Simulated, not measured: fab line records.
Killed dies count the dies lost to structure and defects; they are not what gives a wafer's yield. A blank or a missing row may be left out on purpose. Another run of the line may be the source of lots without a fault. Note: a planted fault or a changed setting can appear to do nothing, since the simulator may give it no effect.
Commonality check across tools    flow nandHarc    Sample size 2 lots and 6 wafers

REASON IT WAS OPENED
On 2 of the 2 lots, a flag is raised at NHARC_END_SORT_01 on the reading killedAtArray. Wafers without a fault read 56, standard deviation 18.
Rule: flag the lot when none of its wafers has a number, or when each of its wafers that has one lies beyond 4 standard deviations from that mean. As for the other lots, they are considered sound.

lot   measured      on         killedAtArray, wafer by wafer  flag
L396  day 28 07:32  prober-01  670 660 671                    FLAGGED
L398  day 29 12:19  prober-02  666 667 671                    FLAGGED
The mean of the flagged lots' numbers is 668, +612 from the usual (+34 standard deviations).

LOT BY LOT: THE TOOL USED
The record holds 3 process steps before the reading, out of a route of 1302 steps. Cell contents, in order: the tool; ch with the chambers the sampled wafers went through; the start.
lot   flag     NHARC_A_CHANNEL_FILL_D1_ALD_16   NHARC_A_DECK1_JOINT_CVD_12  NHARC_A_DECK1_JOINT_ETCHBACK_00
L396  FLAGGED  aldHk-04 ch 1,2,3, day 12 21:22  lpcvdPoly-02, day 14 20:07  rieSi-03 ch 0,1,3, day 14 23:20
L398  FLAGGED  aldHk-03 ch 1,2,3, day 13 18:02  lpcvdPoly-04, day 15 13:16  rieSi-06 ch 1,2, day 15 16:31
What these steps do:
- NHARC_A_CHANNEL_FILL_D1_ALD_16: deposits SiO2, target thk 1.5 nm, pulse time 10 s, ald cycles 15.
- NHARC_A_DECK1_JOINT_CVD_12: deposits poly-Si, target thk 90 nm, time 1800 s.
- NHARC_A_DECK1_JOINT_ETCHBACK_00: etches the open film in HBr, target depth 30 nm, time 17.4 s.
- NHARC_END_SORT_01

FLAGGED OVER TOTAL, TOOL BY TOOL (the gauges that took the reading come last)
step                             tool          lots run  flagged  share of the flagged lots  sound lots run after its first flagged lot
NHARC_A_CHANNEL_FILL_D1_ALD_16   aldHk-03      1         1        some                       0
NHARC_A_CHANNEL_FILL_D1_ALD_16   aldHk-04      1         1        some                       0
NHARC_A_DECK1_JOINT_CVD_12       lpcvdPoly-02  1         1        some                       0
NHARC_A_DECK1_JOINT_CVD_12       lpcvdPoly-04  1         1        some                       0
NHARC_A_DECK1_JOINT_ETCHBACK_00  rieSi-03      1         1        some                       0
NHARC_A_DECK1_JOINT_ETCHBACK_00  rieSi-06      1         1        some                       0
NHARC_END_SORT_01                prober-01     1         1        some                       0
NHARC_END_SORT_01                prober-02     1         1        some                       0

WHAT IS ALLOWED BY THE TABLE
No row of the table ran every flagged lot.

WHAT THE SIMULATOR HAD PUT IN
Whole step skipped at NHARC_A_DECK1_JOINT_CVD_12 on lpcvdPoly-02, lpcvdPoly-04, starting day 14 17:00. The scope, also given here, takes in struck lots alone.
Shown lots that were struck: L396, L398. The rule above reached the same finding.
